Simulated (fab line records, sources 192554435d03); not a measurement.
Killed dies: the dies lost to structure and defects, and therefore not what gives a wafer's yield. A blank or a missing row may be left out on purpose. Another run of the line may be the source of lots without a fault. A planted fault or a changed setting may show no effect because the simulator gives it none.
Matching of chambers / flow n5-finfet / N5_FIN_SAQP_HM_DEP_03 on pecvd-03: 3 sister chambers
The step deposits SiNx from SiH4/NH3/N2, target thk 38 nm, time 33.6 s. 6 wafers are shown with their chamber, then 9 later ones without.

## WAFERS PAIRED WITH THEIR CHAMBERS
wafer=L086.1; chamber=0; showerhead-plenum-p-Torr (Torr)=5.10; heater-power-w (W)=654
wafer=L086.5; chamber=0; showerhead-plenum-p-Torr (Torr)=5.09; heater-power-w (W)=653
wafer=L086.6; chamber=1; showerhead-plenum-p-Torr (Torr)=5.16; heater-power-w (W)=913
wafer=L087.2; chamber=1; showerhead-plenum-p-Torr (Torr)=5.16; heater-power-w (W)=891
wafer=L087.3; chamber=2; showerhead-plenum-p-Torr (Torr)=5.18; heater-power-w (W)=875
wafer=L087.4; chamber=2; showerhead-plenum-p-Torr (Torr)=5.17; heater-power-w (W)=913

## WAFERS WITH NO CHAMBER GIVEN
wafer=L090.1; showerhead-plenum-p-Torr (Torr)=5.14; heater-power-w (W)=887
wafer=L090.2; showerhead-plenum-p-Torr (Torr)=5.10; heater-power-w (W)=602
wafer=L090.4; showerhead-plenum-p-Torr (Torr)=5.09; heater-power-w (W)=599
wafer=L093.1; showerhead-plenum-p-Torr (Torr)=5.15; heater-power-w (W)=948
wafer=L093.2; showerhead-plenum-p-Torr (Torr)=5.09; heater-power-w (W)=706
wafer=L093.3; showerhead-plenum-p-Torr (Torr)=5.17; heater-power-w (W)=877
wafer=L093.4; showerhead-plenum-p-Torr (Torr)=5.14; heater-power-w (W)=779
wafer=L093.5; showerhead-plenum-p-Torr (Torr)=5.09; heater-power-w (W)=710
wafer=L093.6; showerhead-plenum-p-Torr (Torr)=5.17; heater-power-w (W)=891

## CHAMBER TAKEN BY EACH
wafer=L090.1; from the rows above=1; in truth=1
wafer=L090.2; from the rows above=0; in truth=0
wafer=L090.4; from the rows above=0; in truth=0
wafer=L093.1; from the rows above=1; in truth=1
wafer=L093.2; from the rows above=0; in truth=0
wafer=L093.3; from the rows above=can't be placed: 2 or 1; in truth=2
wafer=L093.4; from the rows above=can't be placed: 1 or 2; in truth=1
wafer=L093.5; from the rows above=0; in truth=0
wafer=L093.6; from the rows above=can't be placed: 2 or 1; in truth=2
Placed correctly: 6 of 9. From these rows, 3 cannot be placed; in 3 the true chamber is one of the candidates. Number placed wrongly: 0.
How it was worked out, from the rows above alone: a wafer's distance from a chamber is the root of the sum, over the readings, of the square of ((its reading less the chamber's mean) divided by the reading's scatter). The wafer belongs to the nearest chamber; if the next one is less than 2 further off, it can't be placed. The mean given for a chamber averages the wafers shown for that chamber. The scatter: take each reading less its chamber's mean, square it, sum over the shown wafers, divide by the number of wafers less the number of chambers, and take the root.
